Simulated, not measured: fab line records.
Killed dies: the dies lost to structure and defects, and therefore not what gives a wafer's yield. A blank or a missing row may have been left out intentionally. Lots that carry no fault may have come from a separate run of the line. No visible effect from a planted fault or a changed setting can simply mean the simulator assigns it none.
Comparing a struck lot with a sound one :: flow nand-harc :: 15 steps out of a route of 1302
Sound: wafers L879.3, L879.4, L879.6. Struck: wafer L873.4 (left out: L873.2, a lot-mate that was not struck); the cause follows at the end.
Order at every step that has rows: each side's tool, ch and its chambers, its first start. Under that, the readings that differ: sound wafers :: struck wafers :: difference of the means :: sigmas: that difference in standard deviations of wafers without a fault.
alike: words and numbers the same on both sides, and readings whose means are apart by under 2 such deviations; not compared: readings that were withheld, readings missing a value for some wafer, numbers with overlapping values and no deviation given by the record, and bounds like >300 which may hide the same value.
Wherever a step has rows on one side only, a row that says differs or no value, or a row with sigmas, the two part there. Numbers that have no deviation but don't overlap get no sigmas and don't part them. A reading missing from all wafers of one side parts the sides only when that side holds two or more wafers.

first, 2 steps without rows for these wafers: NHARC_A_CONTACT_STRIP_100 (strips in CF4/CHF3); NHARC_A_CONTACT_STRIP_101 (strips in O2/COS).
NHARC_A_CONTACT_ETCH_102: etches the open film in CF4/O2, target depth 100 nm, overetch 10 nm, time 55 s.
  sound on rie-diel-01 ch 0,2, day 29 17:59; struck on rie-diel-01 ch 3, day 27 14:42
reading: throttle-valve-pct (%)
sound: 13.390 13.388 13.396
struck: 13.412
difference: +0.021
sigmas: +2
  alike: drypump-motor-current-A, oes_o_777_au, oes-product-au, rf-vpp-V, showerhead-plenum-p-Torr
  not compared: rf-hours-counter-h
NHARC_A_CONTACT_STRIP_55: strips in O2.
  sound on rie-diel-01 ch 0,1,2; struck on rie-diel-01 ch 1
  alike: drypump-motor-current-A, oes-product-au, rf-vpp-V, showerhead-plenum-p-Torr, throttle-valve-pct
  not compared: rf-hours-counter-h
then, 1 step without rows for these wafers: NHARC_A_CONTACT_STRIP_56 (strips in post etch residue remover, time 600 s).
NHARC_A_CONTACT_DEP_57: deposits aC, target thk 5300 nm.
  sound on acl-dep-02 ch 0, day 29 23:09; struck on acl-dep-03 ch 0, day 27 17:01
  alike: throttle-valve-pct
NHARC_A_CONTACT_DEP_58: deposits SiON, target thk 90 nm.
  sound on pecvd-03 ch 1,2, day 30 01:22; struck on pecvd-03 ch 0, day 27 18:44
reading: heater-power-w (W)
sound: 597 605 801
struck: 936
difference: +268
sigmas: +2
then, 5 steps without rows for these wafers: NHARC_A_CONTACT_DEHYDRATE_59 (time 120 s); NHARC_A_CONTACT_HMDS_60 (time 30 s); NHARC_A_CONTACT_COAT_61 (time 75 s); NHARC_A_CONTACT_COAT_62 (time 65 s); NHARC_A_CONTACT_COAT_63 (resist thk 90 nm).
NHARC_A_CONTACT_SOFTBAKE_64: time 55 s.
  sound on litho-track-04 ch 0, day 30 01:00; struck on litho-track-06 ch 0, day 27 19:00
reading: heater-power-total-W (W)
sound: 188.53 188.43 188.45
struck: 323.03
difference: +134.56
sigmas: +99 or more
  not compared: plate-temp-C
then, 1 step without rows for these wafers: NHARC_A_CONTACT_EBR_65.
-- the record jumps here: 3 days lie between the struck wafers' starts before and after (it left off in module A_CONTACT and takes up again in module END, whose first step shown is number 1302 of the route) --
NHARC_END_SORT_01:
  at this point the record logs the struck wafers (prober-02 ch 0, day 30 07:29) and has no rows for the sound ones

## WHERE THEY PART
Earliest at NHARC_A_CONTACT_ETCH_102; latest, in this record, at NHARC_END_SORT_01.

WHY: the cause the simulator had injected
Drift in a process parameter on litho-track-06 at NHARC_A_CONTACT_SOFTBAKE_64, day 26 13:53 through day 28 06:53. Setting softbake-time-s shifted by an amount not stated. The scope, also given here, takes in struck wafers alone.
